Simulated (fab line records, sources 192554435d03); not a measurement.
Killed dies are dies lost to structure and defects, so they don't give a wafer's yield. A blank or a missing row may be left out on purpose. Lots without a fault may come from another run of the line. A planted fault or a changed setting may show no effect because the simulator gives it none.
A struck lot beside a sound one | flow n5_finfet | 14 steps out of a route of 1938
Sound: wafers L628.2, L628.3, L628.4. Struck: wafers L626.1, L626.4, L626.5. The cause comes at the end.
At each step with rows: each side's tool, then ch and its chambers, then its first start. Under that, the readings that differ: sound wafers | struck wafers | difference of the means | sigmas: that difference in standard deviations of wafers without a fault.
alike: readings whose means differ by less than 2 such deviations, and words and numbers that are the same on both sides. not compared: withheld readings, readings that some wafer has no value for, bounds like >300 that may hide the same value, and numbers for which the record gives no deviation and whose values overlap.
The two part at a step that has a row with sigmas, a row that says differs or no value, or rows on one side only. Numbers that don't overlap but have no deviation are shown without sigmas and don't part them. A reading that every wafer of one side lacks parts them only if that side has two wafers or more.

N5_BEOL_M7_INSPECT_58: inspects for defects (darkfield).
  sound on defect_inspect-02, day 12 16:58; struck on defect_inspect-02, day 12 06:05
  alike: raw_defect_count
N5_BEOL_M8_ILD_DEP_00: deposits SiCOH lowk from DEMS/porogen, target thk 179.75 nm, time 33.4 s.
  sound on pecvd-04 ch 0,1, day 12 17:00; struck on pecvd-03 ch 0,1, day 12 06:07
  reading                         | sound             | struck            | difference | sigmas
  showerhead_plenum_p_Torr (Torr) | 5.712 5.735 5.700 | 5.739 5.766 5.748 | +0.035     | +2
  alike: heater_power_w, susceptor_temp_C, throttle_valve_pct
N5_BEOL_M8_CURE_74: cures SiCOH lowk, time 240 s.
  sound on uv_cure-02 ch 1, day 12 17:08; struck on uv_cure-01 ch 0, day 12 06:11
  alike: lamp_power_pct, wafer_temp_C_max
N5_BEOL_M8_THK_MEAS_01:
  sound on film_metro-01, day 12 17:35; struck on film_metro-02, day 12 06:41
  alike: M8_ILD_THK
N5_BEOL_M8_PECVD_70: deposits SiO2 from TEOS/O2, target thk 20 nm, time 22.7 s.
  sound on pecvd-04 ch 0,1,2, day 12 17:37; struck on pecvd-04 ch 0,1,2, day 12 06:44
  alike: heater_power_w, showerhead_plenum_p_Torr, susceptor_temp_C, throttle_valve_pct
N5_BEOL_M8_HM_DEP_02: deposits TiN, target thk 20 nm.
  sound on pvd_sputter-03, day 12 18:56; struck on pvd_sputter-01, day 12 09:02
  alike: susceptor_temp_C, throttle_valve_pct
then, 6 steps without rows for these wafers: N5_BEOL_M8_COAT_59 (time 60 s, resist thk 100 nm); N5_BEOL_M8_COAT_60 (time 60 s, resist thk 35 nm); N5_BEOL_M8_COAT_05 (resist thk 90 nm); N5_BEOL_M8_EBR_07; N5_BEOL_M8_SOFTBAKE_06 (time 60 s); N5_BEOL_M8_EXPOSE_08 (exposes mask M8).
N5_BEOL_M8_PEB_09: peb time 60 s.
  sound on litho_track-03 ch 0, day 12 19:22; struck on litho_track-01, day 12 09:20
  no value came back on the struck wafers for chill_plate_temp_C (C), exhaust_pa (Pa); on the sound wafers chill_plate_temp_C (C) reads 22.94 22.92 22.96
then, 1 step without rows for these wafers: N5_BEOL_M8_DEVELOP_10 (develop time 30 s).

WHERE THEY PART
First at N5_BEOL_M8_ILD_DEP_00; last, within this record, at N5_BEOL_M8_PEB_09.

WHY: what the simulator had put in
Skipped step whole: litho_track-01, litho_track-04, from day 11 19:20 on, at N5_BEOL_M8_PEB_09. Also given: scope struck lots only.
